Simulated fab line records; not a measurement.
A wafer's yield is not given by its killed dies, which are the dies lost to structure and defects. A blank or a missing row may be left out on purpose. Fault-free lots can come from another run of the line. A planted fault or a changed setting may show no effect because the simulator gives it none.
fab line records / flow n5Finfet
record lots=13 wafers=35 lastDay=18
route steps=1938 shown BEOL_M5@1181 BEOL_M6@1196 PASSIVATION@1936
lots untouched by any fault: they come from a run of this same line in which no faults occurred
startH: hours from the record's first day to the start of the lot's first wafer shown / waitH: hours elapsed since this lot's preceding step / " same as the row above / L1.1+2: several wafers, shown together as one row / - either no value or no given start / * or withheld: withheld / < > ~ a bound
route shown NAME@n: a module of which the file shows steps, and the number in the route of the first / usual: mean and standard deviation over wafers with no fault / same: alike in all rows / chamber/n: place in a boat / sites: each site's reading / _std_site: standard deviation of those values / _edge_site: inner sites' mean taken away from outer sites' mean / radiusMm: for every site, how far away it sits from the centre of the wafer / mask NAME#n: copy n / behind: tool/chamber where the wafer was last shaped / hold: why the lot went on hold/how many hours it stayed there/how the hold came to an end / device: the n, p or np transistor that did not switch / end of line: the same wafers' tests at the end of the route / where a step has no rows: the recipe by itself / killed: not the wafer's yield, but the dies lost to structure and defects at the first sort / map: a wafer's dies, x killed, . not, _ none there
set.NAME: the setting the step ran with; set.NAME@STEP: the setting that earlier step ran with / model.NAME: the simulator's own value behind a step, which no gauge read
route steps across a sampled set of lots; one table per step, one row per wafer
services: the hour from which a tool's chamber was out of use, counted from the record's first day as startH (under 0 if before that day), plus the number of hours and why
## steps
# step N5_BEOL_M5_SPUTTER_88
# recipe material=Cu targetThkA=150 tempC=-20 chamberPressurePa=0.07 powerW=withheld timeS=27.62
# usual throttleValvePct=29.7/1.2
lot.wafer=L865.4 tool=pvdSputter-03 chamber=- startH=188.12 waitH=0.5 throttleValvePct=30.3
lot.wafer=L865.5 tool=pvdSputter-03 chamber=- startH=188.12 waitH=0.5 throttleValvePct=30.6
lot.wafer=L865.6 tool=pvdSputter-03 chamber=- startH=188.12 waitH=0.5 throttleValvePct=28.1
lot.wafer=L866.2 tool=pvdSputter-01 chamber=- startH=196.11 waitH=0.5 throttleValvePct=30.9
lot.wafer=L866.4 tool=pvdSputter-01 chamber=- startH=196.11 waitH=0.5 throttleValvePct=28.1
lot.wafer=L866.6 tool=pvdSputter-01 chamber=- startH=196.11 waitH=0.5 throttleValvePct=28.2
lot.wafer=L869.2 tool=pvdSputter-01 chamber=- startH=221.47 waitH=0.5 throttleValvePct=28.1
lot.wafer=L869.6 tool=pvdSputter-01 chamber=- startH=221.47 waitH=0.5 throttleValvePct=28.3
lot.wafer=L870.3 tool=pvdSputter-03 chamber=- startH=223.93 waitH=0.5 throttleValvePct=30.2
lot.wafer=L870.4 tool=pvdSputter-03 chamber=- startH=223.93 waitH=0.5 throttleValvePct=30.9
lot.wafer=L870.5 tool=pvdSputter-03 chamber=- startH=223.93 waitH=0.5 throttleValvePct=30.6
lot.wafer=L871.2 tool=pvdSputter-01 chamber=- startH=230.95 waitH=0.5 throttleValvePct=30.8
lot.wafer=L871.5 tool=pvdSputter-01 chamber=- startH=230.95 waitH=0.5 throttleValvePct=28.3
lot.wafer=L871.6 tool=pvdSputter-01 chamber=- startH=230.95 waitH=0.5 throttleValvePct=29.8
lot.wafer=L876.2 tool=pvdSputter-03 chamber=- startH=248.71 waitH=0.5 throttleValvePct=30.2
lot.wafer=L876.6 tool=pvdSputter-03 chamber=- startH=248.71 waitH=0.5 throttleValvePct=28.0
lot.wafer=L875.4 tool=pvdSputter-03 chamber=- startH=256.87 waitH=0.5 throttleValvePct=30.2
lot.wafer=L875.6 tool=pvdSputter-03 chamber=- startH=256.87 waitH=0.5 throttleValvePct=30.2
lot.wafer=L877.3 tool=pvdSputter-03 chamber=- startH=262.41 waitH=0.5 throttleValvePct=30.3
lot.wafer=L877.4 tool=pvdSputter-03 chamber=- startH=262.41 waitH=0.5 throttleValvePct=30.9
lot.wafer=L882.1 tool=pvdSputter-03 chamber=- startH=298.00 waitH=0.5 throttleValvePct=30.8
lot.wafer=L882.2 tool=pvdSputter-03 chamber=- startH=298.00 waitH=0.5 throttleValvePct=28.2
lot.wafer=L882.3 tool=pvdSputter-03 chamber=- startH=298.00 waitH=0.5 throttleValvePct=29.7
lot.wafer=L883.1 tool=pvdSputter-01 chamber=- startH=298.43 waitH=0.5 throttleValvePct=28.4
lot.wafer=L883.2 tool=pvdSputter-01 chamber=- startH=298.43 waitH=0.5 throttleValvePct=29.8
lot.wafer=L883.3 tool=pvdSputter-01 chamber=- startH=298.43 waitH=0.5 throttleValvePct=28.3
lot.wafer=L888.2 tool=pvdSputter-03 chamber=- startH=321.97 waitH=0.5 throttleValvePct=30.4
lot.wafer=L888.4 tool=pvdSputter-03 chamber=- startH=321.97 waitH=0.5 throttleValvePct=31.0
lot.wafer=L888.5 tool=pvdSputter-03 chamber=- startH=321.97 waitH=0.5 throttleValvePct=30.4
lot.wafer=L887.1 tool=pvdSputter-01 chamber=- startH=323.76 waitH=0.5 throttleValvePct=28.3
lot.wafer=L887.2 tool=pvdSputter-01 chamber=- startH=323.76 waitH=0.5 throttleValvePct=29.6
lot.wafer=L887.4 tool=pvdSputter-01 chamber=- startH=323.76 waitH=0.5 throttleValvePct=28.6
lot.wafer=L886.2 tool=pvdSputter-02 chamber=- startH=324.55 waitH=0.5 throttleValvePct=28.8
lot.wafer=L886.3 tool=pvdSputter-02 chamber=- startH=324.55 waitH=0.5 throttleValvePct=30.9
lot.wafer=L886.4 tool=pvdSputter-02 chamber=- startH=324.55 waitH=0.5 throttleValvePct=31.1
# step N5_BEOL_M5_ANNEAL_89
# recipe tempC=400 timeS=1800 ambient=vacuum
# usual heaterPowerW=847/88
lot.wafer=L865.4 tool=pvdSputter-03 chamber=- startH=188.20 waitH=0.0 heaterPowerW=889
lot.wafer=L865.5 tool=pvdSputter-03 chamber=- startH=188.20 waitH=0.0 heaterPowerW=881
lot.wafer=L865.6 tool=pvdSputter-03 chamber=- startH=188.20 waitH=0.0 heaterPowerW=736
lot.wafer=L866.2 tool=pvdSputter-01 chamber=- startH=196.19 waitH=0.0 heaterPowerW=925
lot.wafer=L866.4 tool=pvdSputter-01 chamber=- startH=196.19 waitH=0.0 heaterPowerW=829
lot.wafer=L866.6 tool=pvdSputter-01 chamber=- startH=196.19 waitH=0.0 heaterPowerW=816
lot.wafer=L869.2 tool=pvdSputter-01 chamber=- startH=221.55 waitH=0.0 heaterPowerW=856
lot.wafer=L869.6 tool=pvdSputter-01 chamber=- startH=221.55 waitH=0.0 heaterPowerW=891
lot.wafer=L870.3 tool=pvdSputter-03 chamber=- startH=224.01 waitH=0.0 heaterPowerW=858
lot.wafer=L870.4 tool=pvdSputter-03 chamber=- startH=224.01 waitH=0.0 heaterPowerW=762
lot.wafer=L870.5 tool=pvdSputter-03 chamber=- startH=224.01 waitH=0.0 heaterPowerW=794
lot.wafer=L871.2 tool=pvdSputter-01 chamber=- startH=231.03 waitH=0.0 heaterPowerW=932
lot.wafer=L871.5 tool=pvdSputter-01 chamber=- startH=231.03 waitH=0.0 heaterPowerW=891
lot.wafer=L871.6 tool=pvdSputter-01 chamber=- startH=231.03 waitH=0.0 heaterPowerW=801
lot.wafer=L876.2 tool=pvdSputter-03 chamber=- startH=248.79 waitH=0.0 heaterPowerW=911
lot.wafer=L876.6 tool=pvdSputter-03 chamber=- startH=248.79 waitH=0.0 heaterPowerW=731
lot.wafer=L875.4 tool=pvdSputter-03 chamber=- startH=256.95 waitH=0.0 heaterPowerW=901
lot.wafer=L875.6 tool=pvdSputter-03 chamber=- startH=256.95 waitH=0.0 heaterPowerW=910
lot.wafer=L877.3 tool=pvdSputter-03 chamber=- startH=262.49 waitH=0.0 heaterPowerW=896
lot.wafer=L877.4 tool=pvdSputter-03 chamber=- startH=262.49 waitH=0.0 heaterPowerW=770
lot.wafer=L882.1 tool=pvdSputter-03 chamber=- startH=298.08 waitH=0.0 heaterPowerW=793
lot.wafer=L882.2 tool=pvdSputter-03 chamber=- startH=298.08 waitH=0.0 heaterPowerW=739
lot.wafer=L882.3 tool=pvdSputter-03 chamber=- startH=298.08 waitH=0.0 heaterPowerW=906
lot.wafer=L883.1 tool=pvdSputter-01 chamber=- startH=298.51 waitH=0.0 heaterPowerW=890
lot.wafer=L883.2 tool=pvdSputter-01 chamber=- startH=298.51 waitH=0.0 heaterPowerW=801
lot.wafer=L883.3 tool=pvdSputter-01 chamber=- startH=298.51 waitH=0.0 heaterPowerW=850
lot.wafer=L888.2 tool=pvdSputter-03 chamber=- startH=322.05 waitH=0.0 heaterPowerW=870
lot.wafer=L888.4 tool=pvdSputter-03 chamber=- startH=322.05 waitH=0.0 heaterPowerW=763
lot.wafer=L888.5 tool=pvdSputter-03 chamber=- startH=322.05 waitH=0.0 heaterPowerW=929
lot.wafer=L887.1 tool=pvdSputter-01 chamber=- startH=323.84 waitH=0.0 heaterPowerW=817
lot.wafer=L887.2 tool=pvdSputter-01 chamber=- startH=323.84 waitH=0.0 heaterPowerW=808
lot.wafer=L887.4 tool=pvdSputter-01 chamber=- startH=323.84 waitH=0.0 heaterPowerW=904
lot.wafer=L886.2 tool=pvdSputter-02 chamber=- startH=324.63 waitH=0.0 heaterPowerW=710
lot.wafer=L886.3 tool=pvdSputter-02 chamber=- startH=324.63 waitH=0.0 heaterPowerW=792
lot.wafer=L886.4 tool=pvdSputter-02 chamber=- startH=324.63 waitH=0.0 heaterPowerW=791
# step N5_BEOL_M5_CO_CAP_78
# recipe material=Co targetThkA=20 tempC=200 precursor=CCTBA/H2 pressureTorr=30 timeS=102.1
# usual heaterPowerOuterW=120/16 heaterPowerW=235/22 runLengthS=125.1/0.46
lot.wafer=L865.4 tool=cvdCo-02 chamber=1 startH=191.13 waitH=0.0 heaterPowerOuterW=119 heaterPowerW=256 runLengthS=124.9
lot.wafer=L865.5 tool=cvdCo-02 chamber=2 startH=191.13 waitH=0.0 heaterPowerOuterW=102 heaterPowerW=205 runLengthS=125.6
lot.wafer=L865.6 tool=cvdCo-02 chamber=0 startH=191.13 waitH=0.0 heaterPowerOuterW=149 heaterPowerW=267 runLengthS=124.8
lot.wafer=L866.2 tool=cvdCo-01 chamber=2 startH=198.07 waitH=0.0 heaterPowerOuterW=116 heaterPowerW=219 runLengthS=125.3
lot.wafer=L866.4 tool=cvdCo-01 chamber=1 startH=198.07 waitH=0.0 heaterPowerOuterW=124 heaterPowerW=236 runLengthS=125.6
lot.wafer=L866.6 tool=cvdCo-01 chamber=0 startH=198.07 waitH=0.0 heaterPowerOuterW=111 heaterPowerW=217 runLengthS=125.0
lot.wafer=L869.2 tool=cvdCo-02 chamber=0 startH=223.43 waitH=0.0 heaterPowerOuterW=144 heaterPowerW=269 runLengthS=124.6
lot.wafer=L869.6 tool=cvdCo-02 chamber=2 startH=223.43 waitH=0.0 heaterPowerOuterW=102 heaterPowerW=206 runLengthS=125.4
lot.wafer=L870.3 tool=cvdCo-02 chamber=1 startH=225.89 waitH=0.0 heaterPowerOuterW=118 heaterPowerW=258 runLengthS=124.8
lot.wafer=L870.4 tool=cvdCo-02 chamber=1 startH=225.89 waitH=0.0 heaterPowerOuterW=119 heaterPowerW=253 runLengthS=125.1
lot.wafer=L870.5 tool=cvdCo-02 chamber=2 startH=225.89 waitH=0.0 heaterPowerOuterW=100 heaterPowerW=204 runLengthS=125.5
lot.wafer=L871.2 tool=cvdCo-01 chamber=1 startH=232.91 waitH=0.0 heaterPowerOuterW=123 heaterPowerW=228 runLengthS=124.8
lot.wafer=L871.5 tool=cvdCo-01 chamber=0 startH=232.91 waitH=0.0 heaterPowerOuterW=111 heaterPowerW=226 runLengthS=125.2
lot.wafer=L871.6 tool=cvdCo-01 chamber=2 startH=232.91 waitH=0.0 heaterPowerOuterW=113 heaterPowerW=217 runLengthS=124.9
lot.wafer=L876.2 tool=cvdCo-01 chamber=2 startH=250.68 waitH=0.0 heaterPowerOuterW=115 heaterPowerW=216 runLengthS=124.7
lot.wafer=L876.6 tool=cvdCo-01 chamber=2 startH=250.68 waitH=0.0 heaterPowerOuterW=115 heaterPowerW=219 runLengthS=158.3
lot.wafer=L875.4 tool=cvdCo-01 chamber=2 startH=258.88 waitH=0.0 heaterPowerOuterW=113 heaterPowerW=224 runLengthS=158.8
lot.wafer=L875.6 tool=cvdCo-01 chamber=1 startH=258.88 waitH=0.0 heaterPowerOuterW=124 heaterPowerW=236 runLengthS=159.0
lot.wafer=L877.3 tool=cvdCo-01 chamber=1 startH=264.92 waitH=0.0 heaterPowerOuterW=125 heaterPowerW=236 runLengthS=125.9
lot.wafer=L877.4 tool=cvdCo-01 chamber=2 startH=264.92 waitH=0.0 heaterPowerOuterW=116 heaterPowerW=219 runLengthS=158.4
lot.wafer=L882.1 tool=cvdCo-02 chamber=1 startH=300.23 waitH=0.0 heaterPowerOuterW=116 heaterPowerW=257 runLengthS=125.3
lot.wafer=L882.2 tool=cvdCo-02 chamber=2 startH=300.23 waitH=0.0 heaterPowerOuterW=103 heaterPowerW=216 runLengthS=126.0
lot.wafer=L882.3 tool=cvdCo-02 chamber=0 startH=300.23 waitH=0.0 heaterPowerOuterW=150 heaterPowerW=273 runLengthS=124.7
lot.wafer=L883.1 tool=cvdCo-02 chamber=1 startH=300.77 waitH=0.0 heaterPowerOuterW=118 heaterPowerW=256 runLengthS=125.0
lot.wafer=L883.2 tool=cvdCo-02 chamber=0 startH=300.77 waitH=0.0 heaterPowerOuterW=153 heaterPowerW=272 runLengthS=125.1
lot.wafer=L883.3 tool=cvdCo-02 chamber=2 startH=300.77 waitH=0.0 heaterPowerOuterW=105 heaterPowerW=218 runLengthS=125.5
lot.wafer=L888.2 tool=cvdCo-02 chamber=2 startH=323.95 waitH=0.0 heaterPowerOuterW=101 heaterPowerW=214 runLengthS=126.0
lot.wafer=L888.4 tool=cvdCo-02 chamber=0 startH=323.95 waitH=0.0 heaterPowerOuterW=152 heaterPowerW=271 runLengthS=124.8
lot.wafer=L888.5 tool=cvdCo-02 chamber=1 startH=323.95 waitH=0.0 heaterPowerOuterW=116 heaterPowerW=255 runLengthS=125.5
lot.wafer=L887.1 tool=cvdCo-01 chamber=2 startH=325.72 waitH=0.0 heaterPowerOuterW=115 heaterPowerW=219 runLengthS=124.6
lot.wafer=L887.2 tool=cvdCo-01 chamber=1 startH=325.72 waitH=0.0 heaterPowerOuterW=124 heaterPowerW=228 runLengthS=124.7
lot.wafer=L887.4 tool=cvdCo-01 chamber=2 startH=325.72 waitH=0.0 heaterPowerOuterW=112 heaterPowerW=221 runLengthS=124.5
lot.wafer=L886.2 tool=cvdCo-02 chamber=1 startH=326.70 waitH=0.0 heaterPowerOuterW=119 heaterPowerW=254 runLengthS=125.6
lot.wafer=L886.3 tool=cvdCo-02 chamber=1 startH=326.70 waitH=0.0 heaterPowerOuterW=118 heaterPowerW=261 runLengthS=124.9
lot.wafer=L886.4 tool=cvdCo-02 chamber=2 startH=326.70 waitH=0.0 heaterPowerOuterW=103 heaterPowerW=211 runLengthS=125.7
# step N5_BEOL_M6_THK_MEAS_01
# recipe reads=SiCOH_lowk_of_BEOL_M6_ILD_DEP_00
# usual M6_ILD_THK=155.4/2.5
lot.wafer=L865.4 tool=filmMetro-01 chamber=- startH=192.43 waitH=0.4 M6_ILD_THK[nm]=151.8
lot.wafer=L865.5 tool=filmMetro-01 chamber=- startH=192.43 waitH=0.4 M6_ILD_THK[nm]=154.0
lot.wafer=L865.6 tool=filmMetro-01 chamber=- startH=192.43 waitH=0.4 M6_ILD_THK[nm]=154.3
lot.wafer=L866.2 tool=filmMetro-02 chamber=- startH=198.89 waitH=0.4 M6_ILD_THK[nm]=157.0
lot.wafer=L866.4 tool=filmMetro-02 chamber=- startH=198.89 waitH=0.4 M6_ILD_THK[nm]=159.0
lot.wafer=L866.6 tool=filmMetro-02 chamber=- startH=198.89 waitH=0.4 M6_ILD_THK[nm]=159.0
lot.wafer=L869.2 tool=filmMetro-02 chamber=- startH=224.28 waitH=0.4 M6_ILD_THK[nm]=154.6
lot.wafer=L869.6 tool=filmMetro-02 chamber=- startH=224.28 waitH=0.4 M6_ILD_THK[nm]=159.0
lot.wafer=L870.3 tool=filmMetro-01 chamber=- startH=226.74 waitH=0.3 M6_ILD_THK[nm]=152.9
lot.wafer=L870.4 tool=filmMetro-01 chamber=- startH=226.74 waitH=0.3 M6_ILD_THK[nm]=154.5
lot.wafer=L870.5 tool=filmMetro-01 chamber=- startH=226.74 waitH=0.3 M6_ILD_THK[nm]=152.3
lot.wafer=L871.2 tool=filmMetro-01 chamber=- startH=233.75 waitH=0.4 M6_ILD_THK[nm]=153.4
lot.wafer=L871.5 tool=filmMetro-01 chamber=- startH=233.75 waitH=0.4 M6_ILD_THK[nm]=153.7
lot.wafer=L871.6 tool=filmMetro-01 chamber=- startH=233.75 waitH=0.4 M6_ILD_THK[nm]=158.9
lot.wafer=L876.2 tool=filmMetro-02 chamber=- startH=251.50 waitH=0.4 M6_ILD_THK[nm]=156.0
lot.wafer=L876.6 tool=filmMetro-02 chamber=- startH=251.50 waitH=0.4 M6_ILD_THK[nm]=156.8
lot.wafer=L875.4 tool=filmMetro-01 chamber=- startH=259.67 waitH=0.2 M6_ILD_THK[nm]=154.8
lot.wafer=L875.6 tool=filmMetro-01 chamber=- startH=259.67 waitH=0.2 M6_ILD_THK[nm]=157.9
lot.wafer=L877.3 tool=filmMetro-01 chamber=- startH=265.94 waitH=0.3 M6_ILD_THK[nm]=154.3
lot.wafer=L877.4 tool=filmMetro-01 chamber=- startH=265.94 waitH=0.3 M6_ILD_THK[nm]=158.5
lot.wafer=L882.1 tool=filmMetro-01 chamber=- startH=301.06 waitH=0.4 M6_ILD_THK[nm]=151.3
lot.wafer=L882.2 tool=filmMetro-01 chamber=- startH=301.06 waitH=0.4 M6_ILD_THK[nm]=151.4
lot.wafer=L882.3 tool=filmMetro-01 chamber=- startH=301.06 waitH=0.4 M6_ILD_THK[nm]=154.8
lot.wafer=L883.1 tool=filmMetro-01 chamber=- startH=302.07 waitH=0.8 M6_ILD_THK[nm]=151.3
lot.wafer=L883.2 tool=filmMetro-01 chamber=- startH=302.07 waitH=0.8 M6_ILD_THK[nm]=153.9
lot.wafer=L883.3 tool=filmMetro-01 chamber=- startH=302.07 waitH=0.8 M6_ILD_THK[nm]=149.8
lot.wafer=L888.2 tool=filmMetro-02 chamber=- startH=325.25 waitH=0.7 M6_ILD_THK[nm]=153.1
lot.wafer=L888.4 tool=filmMetro-02 chamber=- startH=325.25 waitH=0.7 M6_ILD_THK[nm]=156.0
lot.wafer=L888.5 tool=filmMetro-02 chamber=- startH=325.25 waitH=0.7 M6_ILD_THK[nm]=154.7
lot.wafer=L887.1 tool=filmMetro-02 chamber=- startH=327.02 waitH=0.8 M6_ILD_THK[nm]=153.4
lot.wafer=L887.2 tool=filmMetro-02 chamber=- startH=327.02 waitH=0.8 M6_ILD_THK[nm]=152.3
lot.wafer=L887.4 tool=filmMetro-02 chamber=- startH=327.02 waitH=0.8 M6_ILD_THK[nm]=155.7
lot.wafer=L886.2 tool=filmMetro-02 chamber=- startH=328.07 waitH=0.7 M6_ILD_THK[nm]=156.0
lot.wafer=L886.3 tool=filmMetro-02 chamber=- startH=328.07 waitH=0.7 M6_ILD_THK[nm]=156.9
lot.wafer=L886.4 tool=filmMetro-02 chamber=- startH=328.07 waitH=0.7 M6_ILD_THK[nm]=158.7
# step N5_PASSIVATION_PROBE_49
# usual defectLimitedYield=91.0/1.5 killed_at_M0_to_M3=33/9.4 killed_at_M4_up=14/4.8 killedAtContacts=13/7.3 killedAtFrontEnd=43/13 killedAtOther=3.6/2.9 killedDies=106/18 killedOpen=69/13 killedShort=35/8.2 sort_bin_5_function=5.3/1 sort_bin_6_memory=3.3/0.68 sortNPass=1074/18 sortYieldPct=91.0/1.5
# same grossDies=1180 killedAtBackSide=0 sort_bin_4_leakage[%]=0 sort_bin_8_speed[%]=0
lot.wafer=L875.4 tool=prober-02 chamber=- startH=356.70 waitH=0.2 defectLimitedYield[%]=93.6 killed_at_M0_to_M3=21 killed_at_M4_up=14 killedAtContacts=4 killedAtFrontEnd=34 killedAtOther=2 killedDies=75 killedOpen=61 killedShort=13 sort_bin_5_function[%]=4.2 sort_bin_6_memory[%]=1.9 sortNPass=1105 sortYieldPct[%]=93.6
lot.wafer=L875.6 tool=prober-02 chamber=- startH=356.80 waitH=0.3 defectLimitedYield[%]=91.0 killed_at_M0_to_M3=38 killed_at_M4_up=13 killedAtContacts=13 killedAtFrontEnd=40 killedAtOther=2 killedDies=106 killedOpen=78 killedShort=28 sort_bin_5_function[%]=5.1 sort_bin_6_memory[%]=3.7 sortNPass=1074 sortYieldPct[%]=91.0
# killed by level:class
L875.4 FIN_SAQP:geometricParticle:open=7 BEOL_M3:geometricParticle:open=7 BEOL_M2:geometricParticle:open=6 BEOL_M4:geometricParticle:open=6 STI_FIN_REVEAL:geometricParticle:open=5 DUMMY_GATE:geometricParticle:open=4 ILD0:geometricParticle:open=4 GATE_CUT:geometricParticle:short=3
L875.6 BEOL_M2:geometricParticle:open=13 MOL_CONTACT_COAG:geometricParticle:open=11 FIN_SAQP:geometricParticle:open=9 BEOL_M0_SAQP:geometricParticle:open=9 DUMMY_GATE:geometricParticle:open=7 ILD0:geometricParticle:open=5 BEOL_M0_SAQP:geometricParticle:short=5 BEOL_M1:geometricParticle:short=5
## services
tool=cvdCo-01 chamber=2 startH=169.77 hours=3.3 kind=repair
tool=cvdCo-02 chamber=- startH=216.98 hours=2.8 kind=pm
tool=pvdSputter-02 chamber=- startH=288.76 hours=8.9 kind=repair
tool=cvdCo-02 chamber=0 startH=291.54 hours=3.8 kind=repair
tool=cvdCo-01 chamber=- startH=317.82 hours=7.0 kind=repair
tool=cvdCo-02 chamber=0 startH=326.09 hours=5.1 kind=repair
tool=pvdSputter-01 chamber=- startH=326.48 hours=1.0 kind=repair
## key
firstSign step=N5_BEOL_M5_CO_CAP_78 reading=runLengthS direction=up sigmas=72 usual=* struck=*
effect none on later readings
metAt N5_BEOL_M5_CO_CAP_78
struckLots L875,L876,L877
struckWafers L875.4,L875.6,L876.6,L877.4
notActingAt N5_BEOL_M5_SPUTTER_88,N5_BEOL_M5_ANNEAL_89,N5_BEOL_M6_THK_MEAS_01
onsetBetween 232.91 250.68
fault kind=processParameterDrift tool=cvdCo-01 chamber=- onsetH=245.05 steps=N5_BEOL_M5_CO_CAP_78 channel=timeS offset=* shape=step endH=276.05 scope=struckWafersOnly actsIn=* stated=*
